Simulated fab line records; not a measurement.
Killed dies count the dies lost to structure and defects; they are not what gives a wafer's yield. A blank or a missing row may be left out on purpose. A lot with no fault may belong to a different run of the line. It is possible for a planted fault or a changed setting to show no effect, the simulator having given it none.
Split-lot experiment ; flow n5 finfet ; 7 lots, 21 wafers read, on a route of 1938 steps

== SPLIT DETAILS ==
At N5_BEOL_M8_COAT_60 (time 60 s, resist thk 35 nm), the setting spin rpm was moved away from the recipe's 1500 rpm on 7 of the 21 wafers read, by -9.7% to +7.6%. This setting was run at the recipe's value on the other wafers.

The reading is taken at the split's own step.

== THE READING ==
SiARC_of_BEOL_M8_COAT_60.thk nm (the simulator's own value, which no gauge read), in nm, at N5_BEOL_M8_COAT_60 (time 60 s, resist thk 35 nm). There is no usual value for it anywhere in the file. Across the 14 wafers here that went through the recipe, the average is 35.0 nm and the standard deviation 0.13 nm.

wafer;tool, chamber at the split;spin rpm as run, rpm;against the recipe;SiARC_of_BEOL_M8_COAT_60.thk nm, nm;against lot-mates on the recipe
L074.2;litho track-02, 0;1500;recipe;35;-
L074.5;litho track-02, 0;1500;recipe;35;-
L074.6;litho track-02, 0;1500;recipe;35;-
L079.1;litho track-01, 0;1500;recipe;35;-
L079.6;litho track-01, 0;1500;recipe;35;-
L079.2;litho track-01, 0;1362;-9.2%;36.6;+1.6
L080.1;litho track-03, 0;1500;recipe;35;-
L080.5;litho track-03, 0;1500;recipe;35;-
L080.4;litho track-03, 0;1354;-9.7%;36.8;+1.8
L084.1;litho track-03, 0;1614;+7.6%;33.6;-1.2
L084.6;litho track-03, 0;1614;+7.6%;33.6;-1.2
L084.3;litho track-03, 0;1500;recipe;34.8;-
L088.2;litho track-02, 0;1500;recipe;34.8;-
L088.4;litho track-02, 0;1500;recipe;34.8;-
L088.5;litho track-02, 0;1500;recipe;34.8;-
L087.4;litho track-03, 0;1500;recipe;35;-
L087.5;litho track-03, 0;1500;recipe;35.2;-
L087.6;litho track-03, 0;1362;-9.2%;36.8;+1.7
L091.1;litho track-03, 0;1500;recipe;35.2;-
L091.2;litho track-03, 0;1395;-7.0%;36.4;+1.2
L091.4;litho track-03, 0;1395;-7.0%;36.4;+1.2

THE FIT
A straight line over all 21 wafers: SiARC_of_BEOL_M8_COAT_60.thk nm changes by -0.189 nm for each +1% of spin rpm; r = -0.99; the points scatter about the line by 0.12 nm.
The same after taking each lot's own level away (the mean of its wafers on the recipe; 21 wafers): -0.172 nm for each +1%; r = -1.00; scatter 0.057 nm.
The reading moves by 1.7 nm for the largest change in spin rpm, on that fit.
Measured against the standard deviation above, the lots' own levels, which go from 34.80 to 35.20 nm, span 3.1 times it.
Consequently the slope shifts little with the lot-to-lot level, the two slopes agreeing.
Check: +1.67 nm against its lot-mates is what the line predicts for one of the wafers moved furthest among these (-9.7%) when that wafer is left out of the fit. It came out at +1.8 nm against them.

== THESE WAFERS: OTHER SPLITS ==
These wafers also went through other splits before the reading. Each is held against what the fit with the lots' levels taken away leaves over:
other split on the same wafers;wafers away from the commonest value;r with SiARC_of_BEOL_M8_COAT_60.thk nm (lot level and that fit taken away)
N5_BEOL_M4_DESCUM_16 time s;9;+0.05
N5_BEOL_M4_ETCH_64 bias w;6;-0.13
N5_BEOL_M5_EXPOSE_08 dose mj;6;-0.29
N5_BEOL_M5_ETCH_72 bias w;7;+0.40
N5_BEOL_M6_ETCH_66 source w;6;+0.16
N5_BEOL_M7_COAT_71 spin rpm;6;-0.30

== FILE'S OWN FIT ==
SiARC_of_BEOL_M8_COAT_60.thk nm changes by -0.176 nm for each +1% of spin rpm, r = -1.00.
